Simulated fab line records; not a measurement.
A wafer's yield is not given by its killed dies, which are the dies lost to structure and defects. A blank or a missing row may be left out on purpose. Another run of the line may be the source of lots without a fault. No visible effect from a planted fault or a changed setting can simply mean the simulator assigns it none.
Which tool did it?	flow n5Finfet	27 wafers from 9 lots sampled at 5 of the route's 1938 steps

WHAT THE GAUGES SHOWED, per wafer
N5_BEOL_M4_RC_MEAS_101.
lot	measured	on	DIBL_N (mV/V)
L749	day 9 13:01	prober-01	33.9 35.4 35.7
L755	day 10 19:05	prober-01	35.2 32.3 35.6
L756	day 10 19:42	prober-02	34.2 36.7 36.2
L759	day 12 00:44	prober-02	34.0 36.6 33.7
L760	day 12 09:06	prober-02	31.8 35.7 34.3
L764	day 13 11:36	prober-02	35.1 35.3 35.8
L766	day 13 14:39	prober-01	36.3 32.1 32.0
L771	day 15 02:20	prober-02	37.0 37.4 35.2
L772	day 15 05:06	prober-01	36.0 37.5 36.2

WHAT TOOL EACH LOT RAN ON (gives the tool, then ch and the chambers of the sampled wafers, and finally the start)
lot	N5_HKMG_FIN_STRIP_92	N5_HKMG_FIN_STRIP_90	N5_HKMG_FIN_ETCHBACK_68	N5_GATE_CUT_ETCHBACK_00
L749	rieDiel-04 ch 0,3, day 4 04:05	rieDiel-06 ch 0,1, day 4 06:05	rieMetal-03 ch 0,1, day 4 06:14	rieMetal-03 ch 0,1, day 4 08:02
L755	rieDiel-04 ch 0,1,3, day 5 16:19	rieDiel-04 ch 0,2,3, day 5 18:19	rieMetal-01 ch 0,1, day 5 18:29	rieMetal-01 ch 0,1, day 5 20:17
L756	rieDiel-03 ch 1,2, day 5 19:52	rieDiel-04 ch 0,3, day 5 21:54	rieMetal-02 ch 1, day 5 22:03	rieMetal-01 ch 0, day 5 23:53
L759	rieDiel-03 ch 2,3, day 6 18:54	rieDiel-03 ch 0,3, day 6 20:54	rieMetal-02 ch 0,1, day 6 21:06	rieMetal-01 ch 0,1, day 6 22:54
L760	rieDiel-03 ch 0,1, day 7 01:24	rieDiel-03 ch 1,2, day 7 03:24	rieMetal-03 ch 0,1, day 7 03:36	rieMetal-03 ch 0,1, day 7 05:25
L764	rieDiel-04 ch 0,2, day 7 23:32	rieDiel-04 ch 1,2,3, day 8 01:34	rieMetal-01 ch 0,1, day 8 01:43	rieMetal-02 ch 0,1, day 8 03:31
L766	rieDiel-06 ch 0,2,3, day 8 12:14	rieDiel-03 ch 0,1,2, day 8 14:14	rieMetal-02 ch 0,1, day 8 14:24	rieMetal-01 ch 0,1, day 8 16:12
L771	rieDiel-06 ch 0,1,3, day 9 16:05	rieDiel-06 ch 1,3, day 9 18:05	rieMetal-03 ch 0,1, day 9 18:17	rieMetal-03 ch 0,1, day 9 20:05
L772	rieDiel-06 ch 0,1,2, day 9 21:08	rieDiel-04 ch 0,1,3, day 9 23:13	rieMetal-02 ch 0,1, day 9 23:22	rieMetal-01 ch 0,1, day 10 01:13
- N5_HKMG_FIN_STRIP_92: strips SOC in N2/H2, time 20 s.
- N5_HKMG_FIN_STRIP_90: strips SOC in N2/H2, time 20 s.
- N5_HKMG_FIN_ETCHBACK_68: etches the open film in Cl2/Ar, stops on HfO2, target depth 0.5 nm.
- N5_GATE_CUT_ETCHBACK_00: etches W in SF6/Cl2.

THE ANSWER, worked out from the rows above alone
Rule: what is usual is taken from the lots themselves. Put in order of their means at a reading, lots are off if they are a third of the lots or fewer, leave a main group of 4 or more, and stand apart from it by a gap of 3 or more times the standard deviation of the main group's means; of several such gaps the widest counts. The tables above print the reading to a certain number of digits; a main group whose means all agree to those digits is not used. Also off: a lot with no number at a reading for which 4 or more lots have one. The other lots that the step has rows for count as sound.
Nothing can be told from this: no lot is off at any reading shown.

WHAT HAD BEEN PUT IN BY THE SIMULATOR
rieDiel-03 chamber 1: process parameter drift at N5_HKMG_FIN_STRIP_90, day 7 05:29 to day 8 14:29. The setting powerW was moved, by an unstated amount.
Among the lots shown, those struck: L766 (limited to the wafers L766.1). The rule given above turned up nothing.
